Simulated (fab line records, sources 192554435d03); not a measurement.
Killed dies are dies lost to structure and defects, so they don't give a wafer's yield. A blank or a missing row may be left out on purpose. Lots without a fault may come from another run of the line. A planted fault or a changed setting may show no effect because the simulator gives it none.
fab line records | flow n5_finfet
record lots=4 wafers=12 last_day=18
route steps=1938 shown FIN_SAQP@144 FIN_CUT@154 BEOL_M4@1111
lots that met no fault: from a run of the same line without faults
start_h: hours from the record's first day to the start of the lot's first wafer shown | wait_h: hours since the lot's step before | " the same as in the row above | L1.1+2: a row that stands for several wafers | - no value, or no start given | * or withheld: withheld | < > ~ a bound
route shown NAME@n: a module of which the file shows steps, and the number in the route of the first | usual: mean/standard deviation of fault-free wafers | same: alike in all rows | chamber/n: place in a boat | sites: the reading at each site | _std_site: their standard deviation | _edge_site: outer sites' mean less inner sites' | radius_mm: how far each site lies from the wafer's centre | mask NAME#n: copy n | behind: the tool/chamber that last shaped the wafer | hold: why the lot was held/for how many hours/how that ended | device: the transistor (n, p or np) that didn't switch | end of line: the same wafers' tests at the end of the route | a step without rows: its recipe alone | killed: dies lost to structure and defects at the first sort, not the wafer's yield | map: a wafer's dies, x killed, . not, _ none there
set.NAME: the setting as run; set.NAME@STEP: as run at that earlier step | model.NAME: the simulator's own value behind a step, which no gauge read
lots at some steps of the route; a table a step, a row a wafer
services: from which hour (start_h, from the record's first day; less than 0 if before it) a tool's chamber was out of use, for how many hours, and why
## steps
# step N5_FIN_SAQP_STRIP_77
# recipe chemistry=N2/H2 time_s=90 power_w=100 temp_c=40 pressure_mtorr=100 rf_frequency_hz=6e+07 bias_power_w=3 n2_flow_sccm=300 h2_flow_sccm=300
# step N5_FIN_SAQP_ETCH_64
# recipe chemistry=CF4 target=SiO2 target_depth_a=15 ion_energy_ev=350 pressure_mtorr=10 icp_w=800 bias_w=400 cf4_flow_sccm=80
# step N5_FIN_SAQP_FIN_ETCH_36
# recipe chemistry=HBr/Cl2/O2 target_depth_a=1200 mask_material=SiNx time_s=50.4 bias_w=102 pressure_mtorr=10 icp_w=800 HBr_flow_sccm=150 Cl2_flow_sccm=80 O2_flow_sccm=12
# step N5_FIN_SAQP_PRECLEAN_38
# recipe chemistry=O3/DIW time_s=45 temp_c=22 o3_ppm=10
# step N5_FIN_SAQP_PRECLEAN_45
# recipe chemistry=dHF time_s=10 dilution=500:1 temp_c=25
# step N5_FIN_SAQP_SRD_39
# recipe dry=ipa_marangoni time_s=30 temp_c=23 rinse_liquid=diw
# step N5_FIN_CUT_COAT_18
# recipe resist=SOC temp_c=250 time_s=60 spin_rpm=1500 resist_thk_nm=230
# step N5_FIN_CUT_COAT_19
# recipe resist=SiARC temp_c=220 time_s=60 spin_rpm=1500 resist_thk_nm=20
# step N5_FIN_CUT_COAT_29
# recipe resist=underlayer temp_c=205 time_s=60 spin_rpm=1500 resist_thk_nm=10
# usual plate_temp_C=205.02/0.19 spin_speed_rpm=1500.2/0.96
# columns lot.wafer tool chamber start_h wait_h plate_temp_C spin_speed_rpm model.underlayer_of_FIN_CUT_COAT_29.thk_nm
L251.2 litho_track-01 0 49.82 - 205.17 1834.6 9
L251.4 " 0 " " 205.22 1835.1 9
L251.6 " 0 " " 205.22 1833.9 9.2
L252.3 litho_track-01 0 56.50 - 205.06 1834.3 9
L252.4 " 0 " " 204.86 1834.7 9
L252.5 " 0 " " 204.99 1835.8 9
L265.1 litho_track-02 0 134.25 - 205.48 1500.1 10
L265.3 " 0 " " 205.37 1498.3 10
L265.5 " 0 " " 205.32 1500.2 10
L267.1 litho_track-01 0 147.62 - 205.12 1500.7 10
L267.2 " 0 " " 204.71 1499.9 10
L267.6 " 0 " " 205.14 1500.2 10
# step N5_FIN_CUT_COAT_02
# recipe resist=CAR-EUV spin_rpm=1500 resist_thk_nm=30
# step N5_FIN_CUT_EBR_04
# recipe solvent=PGMEA ebr_width_mm=1.5
# step N5_FIN_CUT_SOFTBAKE_03
# recipe temp_c=110 time_s=60 resist=CAR-EUV
# step N5_FIN_CUT_EXPOSE_05
# recipe mask_id=FIN_CUT na=0.33 source_shape=annular sigma_inner=0.35 sigma_outer=0.8 polarization=unpolarized dose_mj=45.75
# step N5_FIN_CUT_PEB_06
# recipe peb_temp_c=100 peb_time_s=60 resist=CAR-EUV
# step N5_FIN_CUT_DEVELOP_07
# recipe develop_time_s=30 developer=TMAH resist=CAR-EUV rinse_liquid=surfactant_rinse dry=air_spin dev_temp_c=23
# step N5_FIN_CUT_DESCUM_13
# recipe chemistry=O2 time_s=7 source_power_w=50 bias_power_w=20 pressure_mtorr=20 rf_frequency_hz=2.712e+07 temp_c=40 resist=CAR-EUV o2_flow_sccm=225
# step N5_FIN_CUT_ETCH_30
# recipe chemistry=N2/H2 target=underlayer target_depth_a=130 mask_material=CAR-EUV time_s=10.4 ion_energy_ev=200 pressure_mtorr=30 source_w=840 bias_w=150 n2_flow_sccm=200 h2_flow_sccm=200 ends=cleared
# usual bias_w=150.0/0.45 drypump_motor_current_A=5.8/0.72 etch_rf_on_time_s=10.41/0.23 oes_product_au=0.65/0.058 rf_vpp_V=524.2/2.7 showerhead_plenum_p_Torr=2.55/0.098 throttle_valve_pct=17.92/0.18
# columns lot.wafer tool chamber start_h wait_h bias_w drypump_motor_current_A etch_rf_on_time_s oes_product_au rf_hours_counter_h rf_vpp_V showerhead_plenum_p_Torr throttle_valve_pct model.CAR-EUV_of_FIN_CUT_COAT_02.thk_nm model.etch.depth_nm
L251.2 rie_diel-06 3 50.36 0.0 150.3 5.5 9.17 0.66 140 523.6 2.54 17.94 15.6 9.093
L251.4 " 1 " " 150.3 5.4 9.69 0.63 155 523.8 2.53 17.84 15.8 9.082
L251.6 " 2 " " 150.0 6.5 9.57 0.60 - 523.3 2.51 17.90 15.6 9.109
L252.3 rie_diel-06 1 57.07 0.0 150.9 5.4 9.71 0.63 156 525.0 2.53 17.84 16 9.064
L252.4 " 2 " " 149.6 6.5 9.57 0.59 232 521.8 2.51 17.89 15.8 9.073
L252.5 " 3 " " 149.7 5.5 9.09 0.66 - 524.0 2.54 17.94 15.8 9.06
L265.1 rie_diel-05 0 135.51 0.0 151.0 6.7 10.11 0.62 189 520.5 2.40 18.18 14.8 10.02
L265.3 " 3 " " 149.9 4.9 10.28 0.83 4 529.4 2.73 17.79 14.6 10.03
L265.5 " 0 " " 150.9 6.7 10.17 0.61 - 520.3 2.40 18.18 14.8 10.05
L267.1 rie_diel-01 3 148.06 0.0 149.9 4.7 10.25 0.61 215 523.8 2.51 18.15 14.8 9.962
L267.2 " 1 " " 149.9 5.2 9.96 0.60 216 524.9 2.61 17.81 14.8 9.952
L267.6 " 2 " " 150.9 5.6 10.43 0.66 - 524.8 2.53 17.93 14.8 9.997
# step N5_FIN_CUT_ETCH_20
# recipe chemistry=CF4 target=SiARC target_depth_a=260 mask_material=CAR-EUV time_s=43.3 ion_energy_ev=80 pressure_mtorr=40 source_w=545 bias_w=36 Ar_flow_sccm=100 cf4_flow_sccm=100 ends=cleared
# usual bias_w=35.99/0.1 drypump_motor_current_A=5.8/0.71 etch_rf_on_time_s=43.4/0.83 oes_product_au=0.65/0.058 rf_vpp_V=184.0/1.1 showerhead_plenum_p_Torr=2.15/0.073 throttle_valve_pct=15.71/0.19
# columns lot.wafer tool chamber start_h wait_h bias_w drypump_motor_current_A etch_rf_on_time_s oes_product_au rf_hours_counter_h rf_vpp_V showerhead_plenum_p_Torr throttle_valve_pct model.underlayer_of_FIN_CUT_COAT_29.thk_nm
L251.2 rie_diel-06 3 50.38 0.0 36.02 5.5 42.2 0.66 140 184.0 2.15 15.65 8.4
L251.4 " 1 " " 35.96 5.4 44.3 0.64 155 182.9 2.14 15.66 8.4
L251.6 " 2 " " 35.97 6.5 43.5 0.60 - 185.0 2.12 15.68 8.4
L252.3 rie_diel-06 1 57.09 0.0 36.20 5.4 44.9 0.63 156 184.1 2.14 15.65 8.4
L252.4 " 2 " " 35.91 6.5 44.0 0.59 232 183.6 2.12 15.65 8.4
L252.5 " 3 " " 36.12 5.4 42.4 0.65 - 183.8 2.15 15.65 8.4
L265.1 rie_diel-05 0 135.53 0.0 35.96 6.7 42.7 0.61 189 183.2 2.05 15.99 9.2
L265.3 " 3 " " 35.99 4.9 42.5 0.83 4 184.2 2.27 15.48 9.4
L265.5 " 0 " " 36.00 6.7 42.6 0.61 - 182.7 2.05 15.99 9.4
L267.1 rie_diel-01 3 148.08 0.0 36.10 4.7 43.9 0.61 215 184.2 2.12 15.88 9.2
L267.2 " 1 " " 35.78 5.2 42.7 0.59 216 184.1 2.21 15.68 9.2
L267.6 " 2 " " 35.98 5.6 44.6 0.66 - 183.5 2.15 15.82 9.2
# step N5_FIN_CUT_ETCH_21
# recipe chemistry=N2/H2 target=SOC target_depth_a=2190 overetch_a=438 mask_material=SiARC temp_c=40 ion_energy_ev=100 bias_w=61 time_s=523.5 pressure_mtorr=30 source_w=850 n2_flow_sccm=200 h2_flow_sccm=200
# step N5_BEOL_M4_RC_MEAS_101
# usual DIBL_N=36.3/1.9 DIBL_P=36.0/2.1 IOFF_N=0.16/0.031 IOFF_P=0.21/0.035 ION_N=675/14 ION_P=464/8.5 SS_N=71.5/0.6 SS_P=73.3/0.72 VT_N=250/3.2 VT_P=-250/3.1
# columns lot.wafer tool chamber start_h wait_h DIBL_N[mV/V] DIBL_P[mV/V] IOFF_N[nA/um] IOFF_P[nA/um] ION_N[uA/um] ION_P[uA/um] SS_N[mV/dec] SS_P[mV/dec] VT_N[mV] VT_P[mV]
L251.2 prober-02 0 186.20 0.2 35.7 36.1 0.15 0.20 679 466 71.0 73.9 252 -252
L251.4 " 0 " " 38.5 39.5 0.18 0.25 674 465 72.0 74.8 252 -247
L251.6 " 0 " " 34.7 35.2 0.13 0.19 660 457 71.1 73.1 252 -255
L252.3 prober-01 0 192.98 0.3 35.8 36.9 0.16 0.24 680 471 71.8 73.4 251 -249
L252.4 " 0 " " 33.1 33.2 0.13 0.19 672 468 71.0 72.2 251 -248
L252.5 " 0 " " 34.9 36.5 0.16 0.25 676 469 70.9 73.0 249 -244
L267.1 prober-01 0 289.37 0.0 38.2 40.3 0.19 0.22 681 458 71.8 74.0 248 -253
L267.2 " 0 " " 36.4 38.6 0.17 0.20 702 473 72.0 73.6 248 -253
L267.6 " 0 " " 36.3 37.3 0.16 0.18 688 464 71.4 73.4 247 -255
L265.1 prober-02 0 307.55 0.0 38.7 36.1 0.19 0.21 680 463 71.5 73.5 246 -249
L265.3 " 0 " " 37.7 36.8 0.16 0.23 670 464 71.4 73.8 247 -245
L265.5 " 0 " " 37.7 36.6 0.16 0.22 670 459 71.6 73.1 249 -250
## services
# columns tool chamber start_h hours kind
rie_diel-05 - 61.74 0.4 repair
rie_diel-06 - 78.44 14.6 pm
rie_diel-05 3 93.56 - clean
rie_diel-05 3 93.56 - consumable_replace:focus_ring
rie_diel-05 3 93.56 - consumable_replace:showerhead
rie_diel-05 3 93.56 27.5 scheduled_down
rie_diel-05 3 93.56 27.5 vent_cycle
rie_diel-06 2 128.02 - clean
rie_diel-06 2 128.02 - consumable_replace:focus_ring
rie_diel-06 2 128.02 22.3 scheduled_down
rie_diel-06 2 128.02 22.3 vent_cycle
## key
first_sign step=N5_FIN_CUT_COAT_29 reading=spin_speed_rpm direction=up sigmas=99+ usual=* struck=*
effect step=N5_FIN_CUT_ETCH_30 reading=etch_rf_on_time_s direction=down sigmas=4.1 usual=* struck=*
model_effect step=N5_FIN_CUT_COAT_29 value=underlayer_of_FIN_CUT_COAT_29.thk_nm without=10 struck=9.033
model_effect step=N5_FIN_CUT_ETCH_30 value=CAR-EUV_of_FIN_CUT_COAT_02.thk_nm without=14.7 struck=15.77
model_effect step=N5_FIN_CUT_ETCH_20 value=underlayer_of_FIN_CUT_COAT_29.thk_nm without=9.367 struck=8.4
met_at N5_FIN_CUT_COAT_29
struck_wafers L251.2,L251.4,L251.6,L252.3,L252.4,L252.5
fault kind=process_parameter_drift tool=litho_track-01 chamber=- onset_h=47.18 steps=N5_FIN_CUT_COAT_29 channel=spin_rpm offset=* shape=step end_h=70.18 acts_in=* stated=*
